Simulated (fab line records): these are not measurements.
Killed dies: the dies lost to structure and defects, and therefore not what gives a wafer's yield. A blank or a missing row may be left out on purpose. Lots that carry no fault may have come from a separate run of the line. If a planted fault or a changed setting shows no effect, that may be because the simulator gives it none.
Chamber matching -- flow n5-finfet -- N5_BEOL_M13_ETCH_67 on rie-diel-01: 4 sister chambers
The step etches SiARC in CF4, target depth 143 nm, time 238.3 s. 18 wafers are shown with their chamber, then 9 later ones without.

== WAFERS WITH THEIR CHAMBER ==
wafer,chamber,showerhead-plenum-p-Torr (Torr),drypump-motor-current-A (A),oes-product-au (a.u.)
L075.2,3,2.09,6.0,0.75
L075.4,1,2.13,6.3,0.62
L075.6,3,2.09,6.0,0.75
L076.1,2,2.26,6.4,0.72
L076.4,3,2.09,6.0,0.74
L076.6,2,2.26,6.4,0.73
L080.1,0,2.06,6.6,0.65
L080.2,1,2.13,6.3,0.62
L080.5,3,2.09,6.0,0.74
L084.3,3,2.08,6.0,0.75
L084.5,1,2.13,6.3,0.62
L084.6,0,2.06,6.7,0.64
L086.2,2,2.26,6.4,0.71
L086.3,0,2.06,6.6,0.64
L086.6,2,2.26,6.4,0.71
L085.3,3,2.08,6.0,0.73
L085.4,0,2.06,6.6,0.64
L085.6,0,2.06,6.6,0.63

SIGNATURES, as means of the wafers listed above
reading,chamber 0,chamber 1,chamber 2,chamber 3,scatter within a chamber
showerhead-plenum-p-Torr,2.0600,2.1300,2.2600,2.0867,0.00309
drypump-motor-current-A,6.620,6.300,6.400,6.000,0.0239
oes-product-au,0.6400,0.6200,0.7175,0.7433,0.0076
Rule: for a wafer and a chamber, the distance is found by dividing, reading by reading, the gap between the wafer's reading and the chamber's mean by the reading's scatter, squaring, summing and taking the root. If the next closest chamber is less than 2 further off than the closest, the wafer can't be placed; otherwise it belongs to the closest. The scatter is the square root of a quotient: the sum, over the shown wafers, of each reading's squared deviation from its chamber's mean, divided by wafers minus chambers.

== WAFERS WHOSE CHAMBER IS MISSING ==
wafer,showerhead-plenum-p-Torr (Torr),drypump-motor-current-A (A),oes-product-au (a.u.)
L088.3,2.12,6.3,0.61
L088.5,2.06,6.6,0.64
L088.6,2.12,6.3,0.61
L093.3,2.06,6.6,0.63
L093.5,2.25,6.4,0.70
L093.6,2.08,6.0,0.73
L079.1,2.05,6.6,0.62
L079.2,2.12,6.2,0.59
L079.6,2.05,6.6,0.62

== WHICH CHAMBER EACH WENT THROUGH ==
wafer,from the rows above,in truth
L088.3,1,1
L088.5,0,0
L088.6,1,1
L093.3,0,0
L093.5,2,2
L093.6,3,3
L079.1,0,0
L079.2,1,1
L079.6,0,0
Correctly placed: 9 of 9. Number that these rows cannot place: 0. Placed wrongly: 0.
